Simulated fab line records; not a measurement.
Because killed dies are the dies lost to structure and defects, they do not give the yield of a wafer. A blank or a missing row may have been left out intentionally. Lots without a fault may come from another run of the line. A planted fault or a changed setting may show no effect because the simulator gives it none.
Which of the tools did it? ; flow nand-harc ; 39 wafers from 13 lots sampled at 5 of the route's 1159 steps

== WHAT THE GAUGES SHOWED, per wafer ==
NHARC_A_ONON_D1_THK_MEAS_02: measures by ellipsometry. Usual: 999 nm for thk-nm, sd 10.
lot;measured;on;thk-nm (nm);flag
L510;day 8 03:38;film-metro-01;1001 1001 1003;
L509;day 8 08:55;film-metro-01;1009 1007 1009;
L513;day 8 20:05;film-metro-01;985 984 984;
L516;day 9 19:17;film-metro-01;676 678 678;OFF
L519;day 10 21:21;film-metro-01;686 688 689;OFF
L520;day 10 21:22;film-metro-02;998 998 997;
L522;day 11 04:02;film-metro-01;995 995 995;
L523;day 11 11:22;film-metro-02;1008 1008 1008;
L525;day 11 18:00;film-metro-01;1000 1001 1000;
L526;day 12 11:53;film-metro-02;993 995 994;
L527;day 12 11:53;film-metro-01;1026 1024 1027;
L528;day 12 19:29;film-metro-02;990 990 990;
L529;day 13 04:35;film-metro-02;1006 1006 1006;

NHARC_END_SORT_01. Usual: killed-at-array 27, standard deviation 11; killed-at-other 0.7, standard deviation 0.93; killed-at-periphery 2.9, standard deviation 1.9; killed-dies 30, standard deviation 11; killed-open 3.1, standard deviation 1.7; killed-short 1.9, standard deviation 1.3.
lot;measured;on;killed-at-array;killed-at-other;killed-at-periphery;killed-dies;killed-open;killed-short;flag
L516;day 21 09:38;prober-02;674 673 673;1 0 1;2 4 3;677 677 677;2 2 5;3 2 0;OFF
L519;day 22 02:30;prober-02;676 675 674;0 0 0;1 2 3;677 677 677;4 3 7;0 2 2;OFF

== EACH LOT AND THE TOOL THAT RAN IT (in order: tool; ch and the chambers of the sampled wafers; start) ==
lot;NHARC_A_ZERO_WELL_ETCH_13;NHARC_A_ZERO_WELL_RTA_16;NHARC_A_ONON_D1_DEP_00
L510;rie-si-02 ch 1,2, day 7 05:14;rtp-anneal-01 ch 0, day 7 06:30;pecvd-onon-02 ch 0, day 8 03:15
L509;rie-si-06 ch 2,3, day 7 10:05;rtp-anneal-02 ch 0, day 7 11:08;pecvd-onon-03 ch 0, day 8 08:25
L513;rie-si-04 ch 0,2,3, day 7 20:13;rtp-anneal-02 ch 0, day 7 21:09;pecvd-onon-02 ch 0, day 8 19:35
L516;rie-si-04 ch 0,1,3, day 8 21:10;rtp-anneal-02 ch 0, day 8 22:04;pecvd-onon-03 ch 0, day 9 18:50
L519;rie-si-04 ch 0,1,3, day 9 23:11;rtp-anneal-01 ch 0, day 10 00:05;pecvd-onon-03 ch 0, day 10 20:50
L520;rie-si-06 ch 0,2, day 9 23:41;rtp-anneal-02 ch 0, day 10 00:35;pecvd-onon-02 ch 0, day 10 20:51
L522;rie-si-02 ch 2,3, day 10 05:28;rtp-anneal-01 ch 0, day 10 06:25;pecvd-onon-02 ch 0, day 11 03:31
L523;rie-si-04 ch 2,3, day 10 13:04;rtp-anneal-02 ch 0, day 10 13:58;pecvd-onon-04 ch 0, day 11 10:51
L525;rie-si-06 ch 0,3, day 10 20:00;rtp-anneal-02 ch 0, day 10 20:56;pecvd-onon-04 ch 0, day 11 17:32
L526;rie-si-04 ch 0,1,3, day 11 13:24;rtp-anneal-02 ch 0, day 11 14:20;pecvd-onon-02 ch 0, day 12 11:26
L527;rie-si-02 ch 1,2,3, day 11 13:46;rtp-anneal-01 ch 0, day 11 14:44;pecvd-onon-04 ch 0, day 12 11:33
L528;rie-si-04 ch 1,2, day 11 20:59;rtp-anneal-02 ch 0, day 11 21:57;pecvd-onon-04 ch 0, day 12 19:03
L529;rie-si-04 ch 2,3, day 12 04:39;rtp-anneal-02 ch 0, day 12 05:37;pecvd-onon-04 ch 0, day 13 04:11
- NHARC_A_ZERO_WELL_ETCH_13: etches the open film in HBr/Cl2, target depth 120 nm, time 40.1 s.
- NHARC_A_ZERO_WELL_RTA_16: time 10 s.
- NHARC_A_ONON_D1_DEP_00: target thk 1000 nm.

== WHAT THE TOOLS THEMSELVES READ (means of the sampled wafers that have a number; where no wafer has one, the mark that the record gives instead) ==
NHARC_A_ZERO_WELL_ETCH_13. Usual: drypump-motor-current-A 5.7 A, standard deviation 0.55; oes-product-au 0.998 a.u., standard deviation 0.0069; throttle-valve-pct 26.405 %, standard deviation 0.0086.
lot;tool;drypump-motor-current-A (A);oes-product-au (a.u.);throttle-valve-pct (%);flag
L510;rie-si-02;6.2;0.997;26.404;
L509;rie-si-06;5.4;0.989;26.410;
L513;rie-si-04;5.9;0.990;26.398;
L516;rie-si-04;5.6;0.997;26.399;
L519;rie-si-04;5.6;0.988;26.408;
L520;rie-si-06;5.8;0.999;26.408;
L522;rie-si-02;6.0;1.004;26.401;
L523;rie-si-04;6.3;0.993;26.412;
L525;rie-si-06;5.5;0.999;26.407;
L526;rie-si-04;5.6;0.994;26.411;
L527;rie-si-02;5.7;0.994;26.402;
L528;rie-si-04;5.1;0.997;26.400;
L529;rie-si-04;6.3;0.994;26.408;

NHARC_A_ZERO_WELL_RTA_16. Usual: anneal-temp-c-max 1004.9, standard deviation 1.1; lamp-power-pct 27.7 %, standard deviation 1.6; lamp_zone_1_pct 27.7 %, standard deviation 1.6; wafer_temp_C_max 1003.9, standard deviation 2.
lot;tool;anneal-temp-c-max;lamp-power-pct (%);lamp_zone_1_pct (%);wafer_temp_C_max;flag
L510;rtp-anneal-01;1003.6;30.0;30.0;1006.9;
L509;rtp-anneal-02;1006.0;26.6;26.6;1003.0;
L513;rtp-anneal-02;1004.6;26.6;26.6;1002.8;
L516;rtp-anneal-02;1005.0;26.6;26.6;1001.8;
L519;rtp-anneal-01;1003.9;30.0;30.0;1006.0;
L520;rtp-anneal-02;1004.0;26.6;26.6;1002.3;
L522;rtp-anneal-01;1004.3;30.0;30.0;1006.6;
L523;rtp-anneal-02;1005.6;26.6;26.6;1002.4;
L525;rtp-anneal-02;1004.8;26.6;26.5;1002.8;
L526;rtp-anneal-02;1006.2;26.6;26.6;1002.2;
L527;rtp-anneal-01;1003.4;30.0;30.0;1006.3;
L528;rtp-anneal-02;1005.4;26.6;26.6;1002.2;
L529;rtp-anneal-02;1004.4;26.6;26.6;1003.0;

NHARC_A_ONON_D1_DEP_00. Usual: 499.8 sccm for nh3-flow-sccm, sd 1.5.
lot;tool;nh3-flow-sccm (sccm);flag
L510;pecvd-onon-02;497.8;
L509;pecvd-onon-03;497.7;
L513;pecvd-onon-02;501.4;
L516;pecvd-onon-03;500.7;
L519;pecvd-onon-03;498.2;
L520;pecvd-onon-02;499.7;
L522;pecvd-onon-02;499.5;
L523;pecvd-onon-04;502.0;
L525;pecvd-onon-04;497.8;
L526;pecvd-onon-02;500.1;
L527;pecvd-onon-04;498.9;
L528;pecvd-onon-04;501.4;
L529;pecvd-onon-04;499.9;

== THE ANSWER, worked out from the rows above alone ==
Rule: take the mean of a lot's wafers that have a number; if it is more than 3 standard deviations from the usual mean, the lot is off. Also off: a lot with no number at a reading for which 4 or more lots have one. The other lots that the step has rows for count as sound. The gauges are gone through in route order, then the tools' own readings, and for those a lot's mean is taken as printed above. At the first step where some lot is off, the reading lying furthest off is the one used; lots without a number count as furthest.
Off at NHARC_A_ONON_D1_THK_MEAS_02 (thk-nm): L516, L519.
A tool fits if, at a process step before that reading, it ran every lot that is off, and no sound lot after the first of them. The gauges at NHARC_A_ONON_D1_THK_MEAS_02 aren't tried: what is off there is off at NHARC_END_SORT_01 too, on other tools, and a gauge's error can't cause that. One fits: pecvd-onon-03 at NHARC_A_ONON_D1_DEP_00. A fault onset in the window from L509 (day 8 08:25, its last sound lot) to L516 (day 9 18:50, its first lot off) fits.

== WHAT THE SIMULATOR PUT IN ==
pecvd-onon-03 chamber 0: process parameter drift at NHARC_A_ONON_D1_DEP_00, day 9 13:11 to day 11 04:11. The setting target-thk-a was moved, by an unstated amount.
Shown lots that were struck: L516, L519. The rule above reached the same finding.
